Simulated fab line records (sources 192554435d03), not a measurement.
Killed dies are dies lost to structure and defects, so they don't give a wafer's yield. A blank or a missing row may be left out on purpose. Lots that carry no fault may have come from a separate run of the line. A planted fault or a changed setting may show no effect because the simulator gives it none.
Chamber matching -- flow n5Finfet -- N5_BEOL_M10_ETCH_62 on rieDiel-03: 4 sister chambers
The step etches SOC in N2/H2, target depth 110 nm, overetch 22 nm, time 165 s. 18 wafers are shown with their chamber, then 9 later ones without.

## WAFERS PAIRED WITH THEIR CHAMBERS
wafer,chamber,drypumpMotorCurrentA (A),throttleValvePct (%),showerheadPlenumPTorr (Torr)
L075.3,0,5.6,18.22,2.61
L075.4,3,5.6,17.69,2.57
L075.6,2,5.7,17.93,2.43
L076.1,2,5.7,17.94,2.43
L076.3,3,5.6,17.69,2.57
L076.6,0,5.6,18.23,2.61
L078.2,3,5.6,17.70,2.56
L078.4,1,5.4,17.91,2.37
L078.5,2,5.7,17.95,2.43
L079.3,0,5.6,18.24,2.60
L079.4,2,5.7,17.95,2.43
L079.6,0,5.6,18.24,2.60
L089.2,3,5.6,17.74,2.56
L089.4,0,5.5,18.27,2.60
L089.6,2,5.7,17.98,2.42
L090.1,3,5.7,17.73,2.55
L090.5,1,5.4,17.62,2.67
L090.6,0,5.6,18.29,2.60

SIGNATURES (means of the wafers above)
reading,chamber 0,chamber 1,chamber 2,chamber 3,scatter within a chamber
drypumpMotorCurrentA,5.583,5.400,5.700,5.620,0.0342
throttleValvePct,18.2483,17.7650,17.9500,17.7100,0.0592
showerheadPlenumPTorr,2.6033,2.5200,2.4280,2.5620,0.057
Rule: a wafer's distance from a chamber is the root of the sum, over the readings, of the square of ((its reading less the chamber's mean) divided by the reading's scatter). If the next closest chamber is less than 2 further off than the closest, the wafer can't be placed; otherwise it belongs to the closest. The scatter: take each reading less its chamber's mean, square it, sum over the shown wafers, divide by the number of wafers less the number of chambers, and take the root.

## WAFERS MISSING THEIR CHAMBER
wafer,drypumpMotorCurrentA (A),throttleValvePct (%),showerheadPlenumPTorr (Torr)
L092.2,5.7,18.00,2.42
L092.5,5.6,17.75,2.55
L092.6,5.7,18.01,2.41
L093.3,5.7,18.01,2.42
L093.4,5.4,17.62,2.67
L093.5,5.6,17.75,2.55
L095.1,5.7,18.02,2.41
L095.5,5.7,18.01,2.41
L095.6,5.4,17.63,2.67

## WHICH CHAMBER EACH ONE RAN IN
wafer,from the rows above,in truth
L092.2,2,2
L092.5,3,3
L092.6,2,2
L093.3,2,2
L093.4,1,1
L093.5,3,3
L095.1,2,2
L095.5,2,2
L095.6,1,1
Correct placement for 9 of the 9. From these rows, 0 cannot be placed. Number placed wrongly: 0.
